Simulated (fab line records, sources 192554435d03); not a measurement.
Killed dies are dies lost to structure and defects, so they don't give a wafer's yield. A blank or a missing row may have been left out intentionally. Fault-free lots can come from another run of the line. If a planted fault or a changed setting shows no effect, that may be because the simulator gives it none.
Lot-split experiment    flow n5Finfet    route with 1938 steps; 7 lots, 21 wafers read

THE SPLIT
At N5_MOL_CONTACT_COAG_ETCH_124 (etches SiNx in CH3F/O2, stops on SiOC, target depth 6.5 nm), the setting biasW was moved away from the recipe's 73 W on 8 of the 21 wafers read, by -15.8% to +12.1%. The other wafers ran this setting at the recipe's value.

The reading is taken at the split's own step.

THE READING
rfVppV, in V, at N5_MOL_CONTACT_COAG_ETCH_124 (etches SiNx in CH3F/O2, stops on SiOC, target depth 6.5 nm). Fault-free wafers of this fab line usually give 296 V, standard deviation 12 V.

wafer   tool, chamber at the split  biasW as run, W  against the recipe  rfVppV, V  against lot-mates on the recipe
L075.2  rieDiel-04, 1               69.45            -4.9%               280        -10
L075.3  rieDiel-04, 0               69.45            -4.9%               276        -14
L075.5  rieDiel-04, 1               73               recipe              290        -
L083.1  rieDiel-04, 2               73               recipe              306        -
L083.2  rieDiel-04, 0               73               recipe              289        -
L083.5  rieDiel-04, 0               73               recipe              290        -
L087.2  rieDiel-06, 1               73               recipe              308        -
L087.5  rieDiel-06, 3               73               recipe              311        -
L087.6  rieDiel-06, 0               81.83            +12.1%              347        +38
L089.2  rieDiel-05, 2               77.61            +6.3%               290        +12
L089.5  rieDiel-05, 3               77.61            +6.3%               294        +16
L089.6  rieDiel-05, 2               73               recipe              278        -
L093.1  rieDiel-06, 1               73               recipe              308        -
L093.2  rieDiel-06, 0               67.87            -7.0%               301        -2
L093.5  rieDiel-06, 2               73               recipe              297        -
L094.1  rieDiel-05, 2               73               recipe              276        -
L094.3  rieDiel-05, 0               73               recipe              304        -
L094.4  rieDiel-05, 1               80.76            +10.6%              330        +40
L095.4  rieDiel-04, 1               61.46            -15.8%              253        -39
L095.5  rieDiel-04, 3               73               recipe              296        -
L095.6  rieDiel-04, 0               73               recipe              288        -

FIT RESULTS
A straight line over all 21 wafers: rfVppV changes by +2.55 V for each +1% of biasW; r = +0.75; the points scatter about the line by 13 V.
The same after taking each lot's own level away (the mean of its wafers on the recipe; 21 wafers): +2.62 V for each +1%; r = +0.90; scatter 7.7 V.
The reading moves by 41 V for the largest change in biasW, on that fit.
Measured against the standard deviation above, the lots' own levels, which go from 278.0 to 309.5 V, span 2.6 times it.
So the lot-to-lot level blurs the effect unless lot-mates are compared.
Check: with one of the wafers moved furthest among these (-15.8%) left out of the fit, the line predicts -40.3 V for it against its lot-mates. It came out at -39 V against them.
Tool readings at the split's step, against how far the setting was moved: rfVppV r = +0.75.

THESE WAFERS: OTHER SPLITS
These wafers also went through other splits before the reading. Each is held against what the fit with the lots' levels taken away leaves over:
other split on the same wafers          wafers away from the commonest value  r with rfVppV (lot level and that fit taken away)
N5_SDB_COAT_03 spinRpm                  5                                     -0.08
N5_HKMG_FIN_ETCH_54 sourceW             9                                     +0.38
N5_GATE_CUT_CUT_ETCH_53 icpW            4                                     +0.06
N5_MOL_CONTACT_COAG_COAT_76 spinRpm     7                                     -0.09
N5_MOL_CONTACT_COAG_VIA_ETCH_117 biasW  7                                     +0.10

THE FILE'S OWN FIT
rfVppV changes by +2.68 V for each +1% of biasW, r = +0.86.
